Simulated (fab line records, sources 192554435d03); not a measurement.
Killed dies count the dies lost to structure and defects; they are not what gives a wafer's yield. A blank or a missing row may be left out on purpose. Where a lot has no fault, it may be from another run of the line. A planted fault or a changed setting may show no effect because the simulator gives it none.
Split-lot study -- flow n5_finfet -- 16 wafers read from 7 lots, route of 1938 steps

== THE SPLIT ITSELF ==
At N5_BEOL_M3_SPUTTER_92 (material Cu, target thk 4.5 nm, time 8.29 s), the setting time_s was moved away from the recipe's 8.29 s on 4 of the 16 wafers read, by +6.0% to +9.0%. All remaining wafers had this setting at the recipe value.

The split's own step is where the reading is taken.

== THE READING ==
Cu_of_BEOL_M3_SPUTTER_92.thk_nm (the simulator's own value, which no gauge read), in nm, at N5_BEOL_M3_SPUTTER_92 (material Cu, target thk 4.5 nm, time 8.29 s). There is no usual value for it anywhere in the file. Here, 12 wafers ran the recipe; their average is 4.6 nm with a standard deviation of 0.14 nm.

wafer,"tool, chamber at the split","time_s as run, s",against the recipe,"Cu_of_BEOL_M3_SPUTTER_92.thk_nm, nm",against lot-mates on the recipe
L079.1,"pvd_sputter-02, -",8.29,recipe,4.6,-
L079.3,"pvd_sputter-02, -",8.29,recipe,4.6,-
L079.5,"pvd_sputter-02, -",8.29,recipe,4.6,-
L082.1,"pvd_sputter-02, -",8.29,recipe,4.4,-
L082.2,"pvd_sputter-02, -",9.034,+9.0%,5,+0.5
L082.4,"pvd_sputter-02, -",8.29,recipe,4.6,-
L083.1,"pvd_sputter-03, -",8.29,recipe,4.6,-
L083.3,"pvd_sputter-03, -",8.29,recipe,4.4,-
L083.6,"pvd_sputter-03, -",8.29,recipe,4.4,-
L089.6,"pvd_sputter-01, -",8.29,recipe,4.6,-
L090.2,"pvd_sputter-02, -",8.29,recipe,4.8,-
L094.3,"pvd_sputter-03, -",8.29,recipe,4.8,-
L094.5,"pvd_sputter-03, -",8.785,+6.0%,5,+0.2
L095.1,"pvd_sputter-03, -",8.98,+8.3%,5,+0.2
L095.3,"pvd_sputter-03, -",8.29,recipe,4.8,-
L095.4,"pvd_sputter-03, -",8.98,+8.3%,5.2,+0.4

FIT RESULTS
A straight line over all 16 wafers: Cu_of_BEOL_M3_SPUTTER_92.thk_nm changes by +0.0559 nm for each +1% of time_s; r = +0.83; the points scatter about the line by 0.14 nm.
The same after taking each lot's own level away (the mean of its wafers on the recipe; 16 wafers): +0.0422 nm for each +1%; r = +0.89; scatter 0.08 nm.
The reading moves by 0.38 nm for the largest change in time_s, on that fit.
Across the lots, their own levels run from 4.47 to 4.80 nm, a range of 2.4 times the standard deviation given above.
Hence the slope depends on the lot-to-lot level, as the two fits are not the same.
Check: +0.319 nm against its lot-mates is what the line predicts for one of the wafers moved furthest among these (+9.0%) when that wafer is left out of the fit. Against them it came out at +0.5 nm.

== THE OTHER SPLITS THESE WAFERS WENT THROUGH ==
These wafers also went through other splits before the reading. Each is held against what the fit with the lots' levels taken away leaves over:
other split on the same wafers,wafers away from the commonest value,r with Cu_of_BEOL_M3_SPUTTER_92.thk_nm (lot level and that fit taken away)
N5_BEOL_M0_SAQP_COAT_08 spin_rpm,3,-0.19
N5_BEOL_M0_SAQP_SPACER2_ALD_26 target_thk_a,4,+0.06
N5_BEOL_M0_SAQP_COAT_87 temp_c,7,+0.04
N5_BEOL_M1_ILD_DEP_00 time_s,3,-0.10
N5_BEOL_M1_ETCH_74 bias_w,5,-0.14
N5_BEOL_M1_ETCH_64 source_w,5,-0.08
N5_BEOL_M3_SPUTTER_81 time_s,2,-0.24

== THE FILE'S OWN FIT ==
Cu_of_BEOL_M3_SPUTTER_92.thk_nm changes by +0.0446 nm for each +1% of time_s, r = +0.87.
